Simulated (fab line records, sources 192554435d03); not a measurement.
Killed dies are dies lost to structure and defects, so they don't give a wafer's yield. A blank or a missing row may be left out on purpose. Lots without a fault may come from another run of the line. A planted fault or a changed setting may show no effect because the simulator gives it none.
fab line records | flow n5_finfet
record lots=7 wafers=21
route steps=1938 shown BEOL_M6@1236 BEOL_M7@1305 BEOL_M8@1332 BEOL_M9@1407 BEOL_M10@1476 BEOL_M13@1680 BEOL_M14@1742
start_h: hours from the record's first day to the start of the lot's first wafer shown | wait_h: hours since the lot's step before | " the same as in the row above | L1.1+2: a row that stands for several wafers | - no value, or no start given | * or withheld: withheld | < > ~ a bound
route shown NAME@n: a module of which the file shows steps, and the number in the route of the first | usual: mean/standard deviation of fault-free wafers | same: alike in all rows | chamber/n: place in a boat | sites: the reading at each site | _std_site: their standard deviation | _edge_site: outer sites' mean less inner sites' | radius_mm: how far each site lies from the wafer's centre | mask NAME#n: copy n | behind: the tool/chamber that last shaped the wafer | hold: why the lot was held/for how many hours/how that ended | device: the transistor (n, p or np) that didn't switch | end of line: the same wafers' tests at the end of the route | a step without rows: its recipe alone | killed: dies lost to structure and defects at the first sort, not the wafer's yield | map: a wafer's dies, x killed, . not, _ none there
set.NAME: the setting as run; set.NAME@STEP: as run at that earlier step | model.NAME: the simulator's own value behind a step, which no gauge read
lots whose settings were changed on purpose; a table a step, a row a wafer
## steps
# step N5_BEOL_M6_VIA_ETCH_34
# recipe chemistry=C4F6/O2 target=SiCOH_lowk target_depth_a=1263 mask_material=SOC taper_deg=4 time_s=50.9 ion_energy_ev=250 pressure_mtorr=30 source_w=345 bias_w=185 Ar_flow_sccm=300 C4F6_flow_sccm=10 O2_flow_sccm=10
# columns lot.wafer tool chamber start_h wait_h set.time_s model.etch.depth_nm model.SOC_of_BEOL_M6_COAT_63.thk_nm
L074.1 rie_diel-01 2 182.89 0.0 50.9 127 54
L074.4 " 3 " " 50.9 128.6 53.6
L074.5 " 0 " " 39.69 99.09 55.2
L078.3 rie_diel-06 1 204.46 0.0 50.9 128.6 53.6
L078.4 " 2 " " 50.9 126.6 54
L078.6 " 1 " " 50.9 127.4 53.8
L082.3 rie_diel-06 1 237.51 0.0 50.9 129.6 54
L082.4 " 0 " " 50.9 127.3 54.2
L082.5 " 2 " " 50.9 128.1 54.2
L086.2 rie_diel-06 0 260.85 0.0 40.88 102.1 55.2
L086.4 " 2 " " 50.9 128.2 54.2
L086.5 " 3 " " 50.9 128.9 54
L087.4 rie_diel-04 3 264.05 0.0 39.97 100.8 55.2
L087.5 " 0 " " 50.9 125.2 53.8
L087.6 " 2 " " 50.9 122.9 53.8
L093.1 rie_diel-01 1 306.55 0.0 50.9 120.8 54
L093.3 " 2 " " 50.9 123.9 54
L093.5 " 2 " " 50.9 124.6 54
L095.3 rie_diel-01 0 309.35 0.0 50.9 125.7 53.8
L095.5 " 0 " " 42 104.2 54.8
L095.6 " 3 " " 50.9 130.1 53.6
# step N5_BEOL_M7_VIA_ETCH_34
# recipe chemistry=C4F6/O2 target=SiCOH_lowk target_depth_a=1255 mask_material=SOC taper_deg=4 time_s=50.5 ion_energy_ev=250 pressure_mtorr=30 source_w=345 bias_w=185 Ar_flow_sccm=300 C4F6_flow_sccm=10 O2_flow_sccm=10
# usual rf_vpp_V=667/9.8
# columns lot.wafer tool chamber start_h wait_h set.source_w rf_vpp_V model.etch.depth_nm
L074.1 rie_diel-03 3 191.74 0.0 366.2 654 126.9
L074.4 " 0 " " 366.2 623 130.6
L074.5 " 1 " " 345 662 122.6
L078.3 rie_diel-02 2 211.69 0.0 371.6 642 131.5
L078.4 " 2 " " 371.6 643 132.8
L078.6 " 0 " " 345 680 128
L082.3 rie_diel-02 0 247.23 0.0 345 678 126.9
L082.4 " 1 " " 345 669 126
L082.5 " 0 " " 328.9 696 123
L086.2 rie_diel-05 2 267.88 0.0 368.1 649 132.2
L086.4 " 3 " " 368.1 648 125.6
L086.5 " 1 " " 368.1 652 132.9
L087.4 rie_diel-03 2 274.71 0.0 345 661 125.6
L087.5 " 3 " " 290 738 113.7
L087.6 " 0 " " 345 640 127.6
L093.1 rie_diel-02 3 315.93 0.0 345 665 125.8
L093.3 " 1 " " 345 669 126.4
L093.5 " 0 " " 345 678 126.4
L095.3 rie_diel-02 3 316.58 0.0 345 664 126.3
L095.5 " 0 " " 297.9 731 119.9
L095.6 " 3 " " 297.9 717 119.5
# step N5_BEOL_M8_ILD_DEP_00
# recipe material=SiCOH_lowk target_thk_a=1797.5 temp_c=300 precursor=DEMS/porogen pressure_torr=5 rf_w=500 time_s=33.4
# columns lot.wafer tool chamber start_h wait_h set.time_s model.SiCOH_lowk_of_BEOL_M8_ILD_DEP_00.thk_nm
L074.1 pecvd-02 2 194.96 0.0 33.4 177.2
L074.4 " 0 " " 33.4 181
L074.5 " 1 " " 33.4 181.6
L078.3 pecvd-04 1 214.91 0.0 33.4 180
L078.4 " 2 " " 29.51 159
L078.6 " 0 " " 29.51 162.4
L082.3+4 pecvd-04 0,1 251.50 0.0 30.74 168
L082.5 " 0 " " 30.74 169
L086.2 pecvd-03 0 270.73 0.0 35.28 191.2
L086.4 " 0 " " 33.4 184.2
L086.5 " 1 " " 35.28 194.4
L087.4 pecvd-04 2 278.26 0.1 37.99 205.6
L087.5 " 1 " " 33.4 181.2
L087.6 " 0 " " 37.99 206.8
L093.1 pecvd-02 0 318.68 0.0 33.4 182
L093.3 " 1 " " 33.4 179.8
L093.5 " 0 " " 33.4 184.6
L095.3 pecvd-03 0 319.41 0.0 33.4 183
L095.5 " 1 " " 29.22 159.6
L095.6 " 0 " " 29.22 162.2
# step N5_BEOL_M8_CURE_74
# recipe temp_c=385 time_s=240 ambient=He/Ar material=SiCOH_lowk
# columns lot.wafer tool chamber start_h wait_h set.time_s@BEOL_M8_ILD_DEP_00 model.SiCOH_lowk_of_BEOL_M8_ILD_DEP_00.thk_nm
L074.1 uv_cure-01 0 195.03 0.0 33.4 152.8
L074.4 " 0 " " 33.4 156.2
L074.5 " 0 " " 33.4 156.6
L078.3 uv_cure-03 0 215.29 0.4 33.4 155.2
L078.4 " 0 " " 29.51 137
L078.6 " 0 " " 29.51 140
L082.3 uv_cure-03 0 251.72 0.2 30.74 144.6
L082.4 " 0 " " 30.74 144.8
L082.5 " 0 " " 30.74 145.6
L086.2 uv_cure-02 2 270.87 0.1 35.28 165
L086.4 " 2 " " 33.4 159
L086.5 " 2 " " 35.28 167.8
L087.4 uv_cure-03 0 278.54 0.3 37.99 177.6
L087.5 " 0 " " 33.4 156.2
L087.6 " 0 " " 37.99 178.6
L093.1 uv_cure-01 2 318.74 0.0 33.4 157
L093.3 " 2 " " 33.4 155
L093.5 " 2 " " 33.4 159.2
L095.3 uv_cure-03 0 319.64 0.2 33.4 157.8
L095.5 " 0 " " 29.22 137.4
L095.6 " 0 " " 29.22 139.8
# step N5_BEOL_M8_THK_MEAS_01
# recipe reads=SiCOH_lowk_of_BEOL_M8_ILD_DEP_00
# usual M8_ILD_THK=156.4/2
# columns lot.wafer tool chamber start_h wait_h set.time_s@BEOL_M8_ILD_DEP_00 M8_ILD_THK[nm]
L074.1 film_metro-02 - 195.54 0.4 33.4 152.9
L074.4 " - " " 33.4 156.1
L074.5 " - " " 33.4 156.7
L078.3 film_metro-01 - 215.96 0.5 33.4 155.3
L078.4 " - " " 29.51 136.9
L078.6 " - " " 29.51 139.9
L082.3 film_metro-01 - 252.08 0.3 30.74 144.7
L082.4 " - " " 30.74 144.8
L082.5 " - " " 30.74 145.7
L086.2 film_metro-02 - 271.31 0.4 35.28 165.0
L086.4 " - " " 33.4 159.0
L086.5 " - " " 35.28 167.7
L087.4 film_metro-01 - 278.81 0.2 37.99 177.5
L087.5 " - " " 33.4 156.3
L087.6 " - " " 37.99 178.6
L093.1 film_metro-02 - 319.26 0.4 33.4 157.0
L093.3 " - " " 33.4 154.9
L093.5 " - " " 33.4 159.3
L095.3 film_metro-01 - 319.99 0.3 33.4 157.8
L095.5 " - " " 29.22 137.6
L095.6 " - " " 29.22 139.7
# step N5_BEOL_M8_PECVD_70
# recipe material=SiO2 target_thk_a=200 temp_c=400 precursor=TEOS/O2 pressure_torr=5.5 rf_w=450 teos_flow_sccm=53.8 gas=O2 flow_sccm=3000 time_s=22.7
# columns lot.wafer tool chamber start_h wait_h set.temp_c
L074.1+4+5 pecvd-03 0,1,2 195.58 0.0 400
L078.3+4+6 pecvd-02 1,0,2 216.00 0.0 400
L082.3 pecvd-02 0 252.11 0.0 414.3
L082.4+5 " 0,1 " " 400
L086.2+4+5 pecvd-02 1,1,0 271.34 0.0 400
L087.4 pecvd-02 2 278.87 0.1 400
L087.5+6 " 0,1 " " 385.8
L093.1+3+5 pecvd-04 1,0,1 319.29 0.0 400
L095.3+5 pecvd-04 1,0 320.03 0.0 400
L095.6 " 2 " " 394.7
# step N5_BEOL_M8_HM_DEP_02
# recipe material=TiN target_thk_a=200 temp_c=25 chamber_pressure_pa=0.49996
# step N5_BEOL_M8_COAT_59
# recipe resist=SOC temp_c=250 time_s=60 spin_rpm=1500 resist_thk_nm=100
# step N5_BEOL_M8_STRIP_80
# recipe chemistry=N2/H2 time_s=10 power_w=450 temp_c=40 pressure_mtorr=20 rf_frequency_hz=6e+07 bias_power_w=7 n2_flow_sccm=200 h2_flow_sccm=200
# step N5_BEOL_M8_HM_STRIP_39
# recipe chemistry=peroxide_tin_strip material=TiN target_depth_a=250 temp_c=50 time_s=158
# columns lot.wafer tool chamber start_h wait_h set.temp_c@BEOL_M8_PECVD_70 model.SiO2_of_BEOL_M8_PECVD_70.thk_nm
L074.1 wet_bench-06 0 198.97 0.0 400 19.4
L074.4+5 " 2,7 " " 400 19.6
L078.3 wet_bench-02 1 219.54 0.0 400 19
L078.4 " 0 " " 400 20
L078.6 " 7 " " 400 19.8
L082.3 wet_bench-04 4 256.99 0.0 414.3 17.6
L082.4 " 0 " " 400 19.4
L082.5 " 7 " " 400 19
L086.2 wet_bench-02 6 275.20 0.0 400 19
L086.4 " 1 " " 400 19.6
L086.5 " 4 " " 400 20.2
L087.4 wet_bench-06 6 284.73 0.0 400 20
L087.5 " 5 " " 385.8 21.8
L087.6 " 7 " " 385.8 21.6
L095.3 wet_bench-04 2 324.53 0.0 400 19.6
L095.5 " 7 " " 400 19.8
L095.6 " 5 " " 394.7 20.8
L093.1 wet_bench-04 6 324.83 0.0 400 19.6
L093.3+5 " 2,1 " " 400 19.8
# step N5_BEOL_M8_DEP_56
# recipe material=SiCN target_thk_a=100 temp_c=withheld precursor=3MS/NH3 pressure_torr=3 rf_w=202 time_s=17.5
# columns lot.wafer tool chamber start_h wait_h set.time_s model.SiCN_of_BEOL_M8_DEP_56.thk_nm
L074.1+4+5 pecvd-02 0,2,1 202.98 0.0 17.5 10.4
L078.3 pecvd-04 0 222.37 0.0 17.5 9.8
L078.4 " 1 " " 19.26 11.2
L078.6 " 2 " " 17.5 10
L082.3 pecvd-04 0 259.47 0.0 15.07 8.4
L082.4 " 2 " " 17.5 9.8
L082.5 " 0 " " 15.07 8.6
L086.2+4+5 pecvd-02 0,1,0 278.28 0.0 17.5 10
L087.4 pecvd-03 2 287.32 0.0 15.06 8.6
L087.5+6 " 0,1 " " 17.5 10
L095.3 pecvd-03 0 327.19 0.0 18.28 10.2
L095.5+6 " 1,2 " " 17.5 10
L093.1 pecvd-02 2 327.49 0.0 17.5 9.8
L093.3+5 " 2 " " 17.5 10
# step N5_BEOL_M9_COAT_60
# recipe resist=SiARC temp_c=220 time_s=60 spin_rpm=1500 resist_thk_nm=30
# columns lot.wafer tool chamber start_h wait_h set.spin_rpm model.SiARC_of_BEOL_M9_COAT_60.thk_nm
L074.1+4 litho_track-04 0 - - 1452 30.6
L074.5 " 0 " " 1500 30
L078.3+4 litho_track-01 0 - - 1616 28.8
L078.6 " 0 " " 1500 29.8
L082.3 litho_track-05 0 - - 1659 28.6
L082.4+5 " 0 " " 1500 30
L086.2+5 litho_track-05 0 - - 1500 30
L086.4 " 0 " " 1595 29
L087.4 litho_track-04 0 - - 1500 30
L087.5+6 " 0 " " 1569 29.4
L095.3+6 litho_track-01 0 - - 1500 30
L095.5 " 0 " " 1380 31.2
L093.1+3 litho_track-04 0 - - 1500 30
L093.5 " 0 " " 1500 29.8
# step N5_BEOL_M9_COAT_05
# recipe resist=CAR-ArF spin_rpm=1500 resist_thk_nm=90
# step N5_BEOL_M9_EBR_07
# recipe solvent=PGMEA ebr_width_mm=1.5
# step N5_BEOL_M9_DESCUM_16
# recipe chemistry=O2 time_s=7.9 source_power_w=50 bias_power_w=20 pressure_mtorr=20 rf_frequency_hz=2.712e+07 temp_c=40 resist=CAR-ArF o2_flow_sccm=225
# step N5_BEOL_M9_ETCH_61
# recipe chemistry=CF4 target=SiARC target_depth_a=390 mask_material=CAR-ArF time_s=65 ion_energy_ev=80 pressure_mtorr=40 source_w=545 bias_w=36 Ar_flow_sccm=100 cf4_flow_sccm=100 ends=cleared
# columns lot.wafer tool chamber start_h wait_h set.spin_rpm@BEOL_M9_COAT_60 model.etch.depth_nm model.CAR-ArF_of_BEOL_M9_COAT_05.thk_nm
L074.1 rie_diel-05 3 204.93 0.0 1452 30.54 55.2
L074.4 " 1 " " 1452 30.54 55
L074.5 " 2 " " 1500 29.94 55.8
L078.3 rie_diel-02 1 226.34 0.0 1616 28.78 56.6
L078.4 " 0 " " 1616 28.83 56.4
L078.6 " 0 " " 1500 29.86 55.8
L082.3 rie_diel-05 3 261.77 0.0 1659 28.52 57
L082.4 " 0 " " 1500 30.06 55.4
L082.5 " 0 " " 1500 30.05 55.6
L086.2 rie_diel-05 1 282.20 0.0 1500 29.97 55.6
L086.4 " 2 " " 1595 29.07 56.6
L086.5 " 1 " " 1500 29.96 55.8
L087.4 rie_diel-05 3 290.87 0.0 1500 30.03 55.8
L087.5 " 2 " " 1569 29.32 56.6
L087.6 " 3 " " 1569 29.36 56.4
L095.3 rie_diel-02 1 329.72 0.0 1500 30.07 55.4
L095.5 " 1 " " 1380 31.28 54.6
L095.6 " 0 " " 1500 30 55.6
L093.1 rie_diel-03 1 329.91 0.0 1500 30.06 56
L093.3 " 3 " " 1500 29.92 55.6
L093.5 " 3 " " 1500 29.88 55.6
# step N5_BEOL_M9_ETCH_62
# recipe chemistry=N2/H2 target=SOC target_depth_a=1100 overetch_a=220 mask_material=SiARC temp_c=40 time_s=165 ion_energy_ev=200 pressure_mtorr=30 source_w=840 bias_w=150 n2_flow_sccm=200 h2_flow_sccm=200
# columns lot.wafer tool chamber start_h wait_h set.spin_rpm@BEOL_M9_COAT_60 model.SiARC_of_BEOL_M9_COAT_60.thk_nm
L074.1 rie_diel-05 3 204.98 0.0 1452 24.4
L074.4 " 1 " " 1452 23.6
L074.5 " 2 " " 1500 23.6
L078.3+4 rie_diel-02 1,0 226.46 0.1 1616 22.2
L078.6 " 0 " " 1500 23.2
L082.3 rie_diel-05 3 261.82 0.0 1659 22.4
L082.4+5 " 0 " " 1500 23.4
L086.2+5 rie_diel-05 1 282.25 0.0 1500 23.2
L086.4 " 2 " " 1595 22.6
L087.4 rie_diel-05 3 290.92 0.0 1500 23.8
L087.5 " 2 " " 1569 22.8
L087.6 " 3 " " 1569 23.2
L095.3 rie_diel-02 1 329.77 0.0 1500 23.8
L095.5 " 1 " " 1380 24.8
L095.6 " 0 " " 1500 23.4
L093.1 rie_diel-03 1 329.96 0.0 1500 23.8
L093.3 " 3 " " 1500 23.6
L093.5 " 3 " " 1500 23.4
# step N5_BEOL_M10_COAT_60
# recipe resist=SiARC temp_c=220 time_s=60 spin_rpm=1500 resist_thk_nm=30
# columns lot.wafer tool chamber start_h wait_h set.spin_rpm model.SiARC_of_BEOL_M10_COAT_60.thk_nm
L074.1+5 litho_track-04 0 - - 1500 30
L074.4 " 0 " " 1555 29.4
L078.3+4+6 litho_track-02 0 - - 1500 30
L082.3+4 litho_track-04 0 - - 1500 30.2
L082.5 " 0 " " 1639 28.8
L086.2+4 litho_track-03 0 - - 1500 30
L086.5 " 0 " " 1500 30.2
L087.4+5 litho_track-02 0 - - 1500 30.2
L087.6 " 0 " " 1397 31.2
L095.3+5 litho_track-04 0 - - 1543 29.6
L095.6 " 0 " " 1500 30
L093.1+3+5 litho_track-02 0 - - 1500 30
# step N5_BEOL_M10_COAT_05
# recipe resist=CAR-ArF spin_rpm=1500 resist_thk_nm=90
# step N5_BEOL_M10_EBR_07
# recipe solvent=PGMEA ebr_width_mm=1.5
# step N5_BEOL_M10_DESCUM_16
# recipe chemistry=O2 time_s=7.9 source_power_w=50 bias_power_w=20 pressure_mtorr=20 rf_frequency_hz=2.712e+07 temp_c=40 resist=CAR-ArF o2_flow_sccm=225
# step N5_BEOL_M10_ETCH_61
# recipe chemistry=CF4 target=SiARC target_depth_a=390 mask_material=CAR-ArF time_s=65 ion_energy_ev=80 pressure_mtorr=40 source_w=545 bias_w=36 Ar_flow_sccm=100 cf4_flow_sccm=100 ends=cleared
# columns lot.wafer tool chamber start_h wait_h set.spin_rpm@BEOL_M10_COAT_60 model.CAR-ArF_of_BEOL_M10_COAT_05.thk_nm model.etch.depth_nm
L074.1 rie_diel-06 2 211.48 0.0 1500 55.8 29.93
L074.4 " 1 " " 1555 56.4 29.47
L074.5 " 3 " " 1500 55.6 30.02
L078.3+6 rie_diel-04 2 238.58 0.0 1500 55.8 30
L078.4 " 0 " " 1500 55.8 30.05
L082.3 rie_diel-01 0 272.54 0.0 1500 55.2 30.11
L082.4 " 2 " " 1500 55 30.14
L082.5 " 1 " " 1639 56.6 28.82
L086.2 rie_diel-04 2 291.23 0.0 1500 55.6 30.09
L086.4 " 1 " " 1500 55.8 30.07
L086.5 " 0 " " 1500 55.8 30.11
L087.4 rie_diel-01 2 296.97 0.0 1500 55.6 30.15
L087.5 " 1 " " 1500 55.4 30.17
L087.6 " 0 " " 1397 54.8 31.17
L095.3 rie_diel-04 3 339.02 0.0 1543 55.6 29.55
L095.5 " 3 " " 1543 55.8 29.52
L095.6 " 2 " " 1500 55.6 29.95
L093.1 rie_diel-04 3 339.34 0.0 1500 55.4 29.96
L093.3 " 2 " " 1500 55.8 29.94
L093.5 " 0 " " 1500 55.8 29.95
# step N5_BEOL_M13_COAT_65
# recipe resist=SOC temp_c=250 time_s=60 spin_rpm=1500 resist_thk_nm=350
# columns lot.wafer tool chamber start_h wait_h set.spin_rpm model.SOC_of_BEOL_M13_COAT_65.thk_nm
L074.1 litho_track-01 0 230.09 0.0 1500 350.8
L074.4 " 0 " " 1500 350.6
L074.5 " 0 " " 1500 351.8
L078.3 litho_track-01 0 261.57 0.0 1401 360.8
L078.4 " 0 " " 1401 361.6
L078.6 " 0 " " 1500 349.4
L082.3 litho_track-02 0 293.35 0.0 1500 348.8
L082.4 " 0 " " 1555 342.4
L082.5 " 0 " " 1500 350.4
L086.2+5 litho_track-03 0 312.04 0.0 1586 339.2
L086.4 " 0 " " 1500 348.2
L087.4 litho_track-01 0 320.26 0.0 1500 349.2
L087.5 " 0 " " 1500 348.6
L087.6 " 0 " " 1500 350
L095.3 litho_track-01 0 362.82 0.0 1500 349.8
L095.5+6 " 0 " " 1500 350
L093.1 litho_track-03 0 363.12 0.0 1500 351
L093.3 " 0 " " 1500 350.6
L093.5 " 0 " " 1500 351.6
# step N5_BEOL_M14_EXPOSE_25
# recipe mask_id=M14 na=0.8 source_shape=annular sigma_inner=0.5 sigma_outer=0.8 polarization=unpolarized target_cd_nm=280 dose_mj=26.6
# columns lot.wafer tool chamber start_h wait_h mask set.dose_mj
L074.1 krf_scanner-01 0 236.16 - M14#0 27.54
L074.4+5 " 0 " " M14#0 26.6
L078.3 krf_scanner-01 0 265.60 - M14#0 26.6
L078.4+6 " 0 " " M14#0 25.41
L082.3+4 krf_scanner-01 0 302.24 - M14#0 25.98
L082.5 " 0 " " M14#0 26.6
L086.2+4+5 krf_scanner-01 0 316.45 - M14#0 26.6
L087.4+5 krf_scanner-02 0 327.52 - M14#0 26.6
L087.6 " 0 " " M14#0 25.89
L095.3+5+6 krf_scanner-02 0 367.54 - M14#0 26.6
L093.1+3+5 krf_scanner-02 0 371.71 - M14#0 26.6
## key
split step=N5_BEOL_M6_VIA_ETCH_34 setting=time_s stated=50.9 by=wafer
response step=N5_BEOL_M6_VIA_ETCH_34 reading=model.etch.depth_nm change=+1.26 per=1% r=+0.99
response step=N5_BEOL_M6_VIA_ETCH_34 reading=model.SOC_of_BEOL_M6_COAT_63.thk_nm change=-0.0621 per=1% r=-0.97
split step=N5_BEOL_M7_VIA_ETCH_34 setting=source_w stated=345 by=wafer
response step=N5_BEOL_M7_VIA_ETCH_34 reading=rf_vpp_V change=-4.92 per=1% r=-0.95
response step=N5_BEOL_M7_VIA_ETCH_34 reading=model.etch.depth_nm change=+0.68 per=1% r=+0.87
split step=N5_BEOL_M8_ILD_DEP_00 setting=time_s stated=33.4 by=wafer
response step=N5_BEOL_M8_ILD_DEP_00 reading=model.SiCOH_lowk_of_BEOL_M8_ILD_DEP_00.thk_nm change=+1.74 per=1% r=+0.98
response step=N5_BEOL_M8_CURE_74 reading=model.SiCOH_lowk_of_BEOL_M8_ILD_DEP_00.thk_nm change=+1.52 per=1% r=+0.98
response step=N5_BEOL_M8_THK_MEAS_01 reading=M8_ILD_THK change=+1.52 per=1% r=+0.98
split step=N5_BEOL_M8_PECVD_70 setting=temp_c stated=400 by=wafer
response step=N5_BEOL_M8_HM_STRIP_39 reading=model.SiO2_of_BEOL_M8_PECVD_70.thk_nm change=-0.487 per=1% r=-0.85
split step=N5_BEOL_M8_DEP_56 setting=time_s stated=17.5 by=wafer
response step=N5_BEOL_M8_DEP_56 reading=model.SiCN_of_BEOL_M8_DEP_56.thk_nm change=+0.101 per=1% r=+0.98
split step=N5_BEOL_M9_COAT_60 setting=spin_rpm stated=1500 by=wafer
response step=N5_BEOL_M9_COAT_60 reading=model.SiARC_of_BEOL_M9_COAT_60.thk_nm change=-0.14 per=1% r=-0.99
response step=N5_BEOL_M9_ETCH_61 reading=model.etch.depth_nm change=-0.147 per=1% r=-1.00
response step=N5_BEOL_M9_ETCH_61 reading=model.CAR-ArF_of_BEOL_M9_COAT_05.thk_nm change=+0.129 per=1% r=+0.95
response step=N5_BEOL_M9_ETCH_62 reading=model.SiARC_of_BEOL_M9_COAT_60.thk_nm change=-0.119 per=1% r=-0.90
split step=N5_BEOL_M10_COAT_60 setting=spin_rpm stated=1500 by=wafer
response step=N5_BEOL_M10_COAT_60 reading=model.SiARC_of_BEOL_M10_COAT_60.thk_nm change=-0.15 per=1% r=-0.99
response step=N5_BEOL_M10_ETCH_61 reading=model.CAR-ArF_of_BEOL_M10_COAT_05.thk_nm change=+0.139 per=1% r=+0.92
response step=N5_BEOL_M10_ETCH_61 reading=model.etch.depth_nm change=-0.142 per=1% r=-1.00
split step=N5_BEOL_M13_COAT_65 setting=spin_rpm stated=1500 by=wafer
response step=N5_BEOL_M13_COAT_65 reading=model.SOC_of_BEOL_M13_COAT_65.thk_nm change=-1.73 per=1% r=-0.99
split step=N5_BEOL_M14_EXPOSE_25 setting=dose_mj stated=26.6 by=wafer
response none in this file
